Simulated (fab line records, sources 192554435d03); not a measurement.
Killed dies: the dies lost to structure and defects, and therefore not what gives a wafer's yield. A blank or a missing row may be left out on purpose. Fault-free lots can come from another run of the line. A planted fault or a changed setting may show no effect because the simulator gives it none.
Comparing a struck lot with a sound one / flow n5_finfet / 13 steps out of a route of 1938
Sound: these wafers, L570.4, L570.5, L570.6. Struck: wafer L577.6. (L577.1, L577.4 of the same lot were not struck and are left out.) The cause comes at the end.
At each step with rows: each side's tool, then ch and its chambers, then its first start. Under that, the readings that differ: sound wafers / struck wafers / difference of the means / sigmas: that difference in standard deviations of wafers without a fault.
alike: a reading whose means differ by less than 2 such deviations, as well as words and numbers matching on both sides. not compared: withheld readings; readings where some wafer has no value; bounds like >300 that might hide an equal value; numbers whose values overlap and for which the record gives no deviation.
Wherever a step has rows on one side only, a row that says differs or no value, or a row with sigmas, the two part there. Numbers that have no deviation but don't overlap get no sigmas and don't part them. A reading that every wafer of one side lacks parts them only if that side has two wafers or more.

first, 9 steps without rows for these wafers: N5_BEOL_M4_PEB_09 (peb time 60 s); N5_BEOL_M4_DEVELOP_10 (develop time 30 s); N5_BEOL_M4_DESCUM_16 (chemistry O2, time 7 s); N5_BEOL_M4_ETCH_74 (etches underlayer in N2/H2, target depth 6.5 nm, time 5.2 s); N5_BEOL_M4_ETCH_63 (etches SiARC in CF4, target depth 15.6 nm, time 26 s); N5_BEOL_M4_ETCH_64 (etches SOC in N2/H2, target depth 75 nm, overetch 22.5 nm, time 121.9 s); N5_BEOL_M4_STRIP_65 (strips in N2/H2); N5_BEOL_M4_STRIP_75 (strips in N2/H2); N5_BEOL_M4_STRIP_66 (strips in CF4).
N5_BEOL_M4_HM_OPEN_17: chemistry Cl2/BCl3, target TiN, target depth 20 nm, overetch 6 nm.
  sound on rie_metal-01 ch 0,1, day 8 16:19; struck on rie_metal-01 ch 0, day 10 07:07
reading=model.SOC_of_BEOL_M4_COAT_61.thk_nm (nm); sound=52.6 52 52.4; struck=50; difference=-2; sigmas=
  alike: chamber_pressure_mTorr, drypump_motor_current_A, oes_product_au, throttle_valve_pct
  not compared: rf_hours_counter_h
then, 1 step without rows for these wafers: N5_BEOL_M4_STRIP_19 (strips in O2).
N5_BEOL_M4_RC_MEAS_101:
  sound on prober-01 ch 0, day 9 00:50; struck on prober-02 ch 0, day 10 21:06
  alike: DIBL_N, DIBL_P, IOFF_N, IOFF_P, ION_N, ION_P, SS_N, SS_P, VT_N, VT_P
N5_PASSIVATION_PROBE_49:
  the record has rows for the sound wafers here (prober-01, day 13 02:32) and none for the struck ones

## WHERE THEY PART
N5_PASSIVATION_PROBE_49 only, going by this record.

WHY: what the simulator had put in
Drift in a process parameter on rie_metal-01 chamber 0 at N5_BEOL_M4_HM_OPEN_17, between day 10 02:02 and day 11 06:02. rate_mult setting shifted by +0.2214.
